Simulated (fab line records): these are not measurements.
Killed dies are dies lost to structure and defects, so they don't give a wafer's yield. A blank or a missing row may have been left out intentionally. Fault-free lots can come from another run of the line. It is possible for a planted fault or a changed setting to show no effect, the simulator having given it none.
Chamber matching + flow n5-finfet + N5_BEOL_M0_SAQP_ETCH_107 on rie-diel-06: 4 sister chambers
The step etches SiNx in CH3F/O2, target depth 30 nm. 4 wafers are shown with their chamber, then 7 later ones without.

== WAFERS PAIRED WITH THEIR CHAMBERS ==
| wafer  | chamber | showerhead-plenum-p-Torr (Torr) |
|--------|---------|---------------------------------|
| L084.4 | 2       | 2.04                            |
| L089.2 | 3       | 1.91                            |
| L090.3 | 1       | 1.99                            |
| L090.4 | 0       | 1.84                            |

== WAFERS WITHOUT THEIR CHAMBER ==
| wafer  | showerhead-plenum-p-Torr (Torr) |
|--------|---------------------------------|
| L090.5 | 1.99                            |
| L094.1 | 1.83                            |
| L094.2 | 1.90                            |
| L094.5 | 1.83                            |
| L097.2 | 2.03                            |
| L097.3 | 1.98                            |
| L097.6 | 1.90                            |

== EACH ONE'S CHAMBER ==
| wafer  | from the rows above | in truth |
|--------|---------------------|----------|
| L090.5 | 1                   | 1        |
| L094.1 | 0                   | 0        |
| L094.2 | 3                   | 3        |
| L094.5 | 0                   | 0        |
| L097.2 | 2                   | 2        |
| L097.3 | 1                   | 1        |
| L097.6 | 3                   | 3        |
Placed correctly: 7 of 7. Not placeable from these rows: 0. Number placed wrongly: 0.
How it was worked out, from the rows above alone: a wafer's distance from a chamber is the root of the sum, over the readings, of the square of ((its reading less the chamber's mean) divided by the reading's scatter). The wafer belongs to the nearest chamber; if the next one is less than 2 further off, it can't be placed. For every chamber, the mean is computed from those of its wafers that are shown. The scatter: with one shown wafer a chamber, the root of the mean of the squares of how far each hidden wafer lies from its nearest shown one.
